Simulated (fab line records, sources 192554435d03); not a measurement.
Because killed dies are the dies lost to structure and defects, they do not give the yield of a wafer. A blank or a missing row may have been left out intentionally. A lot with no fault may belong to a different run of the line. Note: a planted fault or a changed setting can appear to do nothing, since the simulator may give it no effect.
Chamber matching    flow n5 finfet    N5_BEOL_M14_CMP_49 on cmp-01: 4 sister chambers
The step polishes, stops on SiO2, t overpolish 5.2 s, target thk 560 nm. 4 wafers are shown with their chamber, then 7 later ones without.

## WAFERS WITH THEIR CHAMBER
wafer   chamber  motor current A (A)
L078.4  1        7.8
L082.5  3        8.7
L084.3  0        7.8
L084.5  2        7.8

## WAFERS WHOSE CHAMBER IS MISSING
wafer   motor current A (A)
L084.6  8.1
L092.3  8.0
L092.4  9.1
L092.5  8.7
L091.2  7.7
L091.4  7.7
L091.6  7.8

## CHAMBER TAKEN BY EACH
wafer   from the rows above                in truth
L084.6  can't be placed: 0 or 1 or 2 or 3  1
L092.3  can't be placed: 0 or 1 or 2       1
L092.4  3                                  3
L092.5  3                                  3
L091.2  can't be placed: 0 or 1 or 2       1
L091.4  can't be placed: 0 or 1 or 2       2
L091.6  can't be placed: 0 or 1 or 2       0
Correctly placed: 2 of 7. These rows do not allow placing 5 (true chamber among the candidates in 5). Placed wrongly: 0.
How it was worked out, from the rows above alone: a wafer's distance from a chamber is the root of the sum, over the readings, of the square of ((its reading less the chamber's mean) divided by the reading's scatter). The wafer belongs to the nearest chamber; if the next one is less than 2 further off, it can't be placed. A chamber's mean is the mean of its shown wafers. The scatter: root of mean squared gap, hidden wafer to nearest shown wafer, with one shown wafer a chamber.
